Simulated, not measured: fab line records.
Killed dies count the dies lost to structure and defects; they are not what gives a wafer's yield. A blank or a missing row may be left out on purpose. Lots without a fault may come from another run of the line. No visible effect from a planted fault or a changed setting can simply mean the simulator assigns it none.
Struck lot and sound lot, side by side -- flow nand harc -- 20 steps out of a route of 1302
Sound: these wafers, L501.1, L501.2, L501.3. The struck wafers were L513.3, L513.4, L513.5. Last of all comes the cause.
For every step that has rows: the tool of each side, followed by ch and its chambers, followed by its first start. Under that, the readings that differ: sound wafers -- struck wafers -- difference of the means -- sigmas: that difference in standard deviations of wafers without a fault.
alike: same words and numbers on both sides, and readings whose means sit less than 2 such deviations apart. not compared: any withheld reading, any reading some wafer has no value for, any bound like >300 that may hide the same value, and any number with overlapping values for which the record gives no deviation.
Wherever a step has rows on one side only, a row that says differs or no value, or a row with sigmas, the two part there. Numbers that don't overlap but have no deviation are shown without sigmas and don't part them. A reading missing from all wafers of one side parts the sides only when that side holds two or more wafers.

NHARC_P_ZERO_WELL_CD_MEAS_11: target cd 500 nm.
  sound on cd sem-03 ch 0, day 3 03:14; struck on cd sem-02 ch 0, day 8 03:15
  alike: cd nm
then, 1 step without rows for these wafers: NHARC_P_ZERO_WELL_HARDBAKE_12 (time 65 s).
NHARC_P_ZERO_WELL_DESCUM_13: chemistry O2, time 3 s.
  sound on rie diel-01 ch 1,2,3, day 3 03:24; struck on rie diel-01 ch 0,1,2, day 8 03:24
  alike: drypump motor current A, oes product au, rf vpp V, showerhead plenum p Torr, throttle valve pct
  not compared: rf hours counter h
NHARC_P_ZERO_WELL_ETCH_65: etches the open film in N2/H2, target depth 80 nm, overetch 24 nm, time 87.88 s.
  sound on rie diel-01 ch 1,2,3, day 3 03:29; struck on rie diel-01 ch 1,3, day 8 03:29
  alike: drypump motor current A, oes product au, rf vpp V, showerhead plenum p Torr, throttle valve pct
  not compared: rf hours counter h
NHARC_P_ZERO_WELL_ETCH_62: etches the open film in CHF3/Ar, target depth 13 nm, time 6.5 s.
  sound: rie diel-01 ch 1,2,3; struck: rie diel-01 ch 1,2
  alike: drypump motor current A, oes product au, rf vpp V, showerhead plenum p Torr, throttle valve pct
  not compared: rf hours counter h
NHARC_P_ZERO_WELL_ETCH_63: etches the open film in HBr/Cl2, target depth 120 nm, time 40.1 s.
  sound on rie si-01 ch 0,2,3, day 3 03:40; struck on rie si-06 ch 1,2,3, day 8 03:40
  alike: drypump motor current A, oes product au, throttle valve pct
  not compared: rf hours counter h
then, 6 steps without rows for these wafers: NHARC_P_ZERO_WELL_STRIP_15 (strips in SPM, time 900 s); NHARC_P_ZERO_WELL_DEHYDRATE_16 (time 120 s); NHARC_P_ZERO_WELL_HMDS_17 (time 30 s); NHARC_P_ZERO_WELL_COAT_18; NHARC_P_ZERO_WELL_SOFTBAKE_19 (time 95 s); NHARC_P_ZERO_WELL_EBR_20.
NHARC_P_ZERO_WELL_EXPOSE_21: exposes mask P NWELL, target cd 720 nm.
  sound on krf scanner-04 ch 0, day 3 04:27; struck on krf scanner-04 ch 0, day 8 04:26
reading,sound,struck,difference,sigmas
mask,P_NWELL#0 P_NWELL#0 P_NWELL#0,P_NWELL_R1#0 P_NWELL_R1#0 P_NWELL_R1#0,differs,
then, 2 steps without rows for these wafers: NHARC_P_ZERO_WELL_PEB_22 (peb time 85 s); NHARC_P_ZERO_WELL_DEVELOP_23 (time 70 s).
NHARC_P_ZERO_WELL_CD_MEAS_24: target cd 720 nm.
  sound on cd sem-01 ch 0, day 3 04:37; struck on cd sem-03 ch 0, day 8 04:35
reading,sound,struck,difference,sigmas
cd nm (nm),719.4 720.6 722.0,709.3 711.0 711.0,-10.2,-8
then, 1 step without rows for these wafers: NHARC_P_ZERO_WELL_HARDBAKE_25 (time 80 s).
NHARC_P_ZERO_WELL_DESCUM_26: chemistry O2, time 3 s.
  sound on rie diel-09 ch 0,2,3, day 3 04:46; struck on rie diel-09 ch 1,2,3, day 8 04:46
reading,sound,struck,difference,sigmas
model.P_ZERO_WELL.cd nm (nm),719.1 720.5 722.1,709.3 710.2 710.4,-10.6,
  alike: drypump motor current A, oes product au, rf vpp V, showerhead plenum p Torr, throttle valve pct
  not compared: rf hours counter h
next, for these wafers, 1 step has no rows: NHARC_P_ZERO_WELL_IMPLANT_27.
-- jump in the record: it breaks off in module P_ZERO_WELL and resumes in module END (first step shown: number 1302 of the route), and 22 days separate the struck wafers' starts before and after --
NHARC_END_SORT_01:
  sound on prober-01 ch 0, day 25 04:08; struck on prober-02 ch 0, day 30 16:44
  alike: killed at array, killed at other, killed at periphery, killed dies, killed open, killed short

## WHERE THEY PART
Last at NHARC_P_ZERO_WELL_CD_MEAS_24 as far as this record goes, first at NHARC_P_ZERO_WELL_EXPOSE_21. Later steps at which nothing parts them and some readings are alike: NHARC_P_ZERO_WELL_DESCUM_26, NHARC_END_SORT_01.

WHY: the cause the simulator had injected
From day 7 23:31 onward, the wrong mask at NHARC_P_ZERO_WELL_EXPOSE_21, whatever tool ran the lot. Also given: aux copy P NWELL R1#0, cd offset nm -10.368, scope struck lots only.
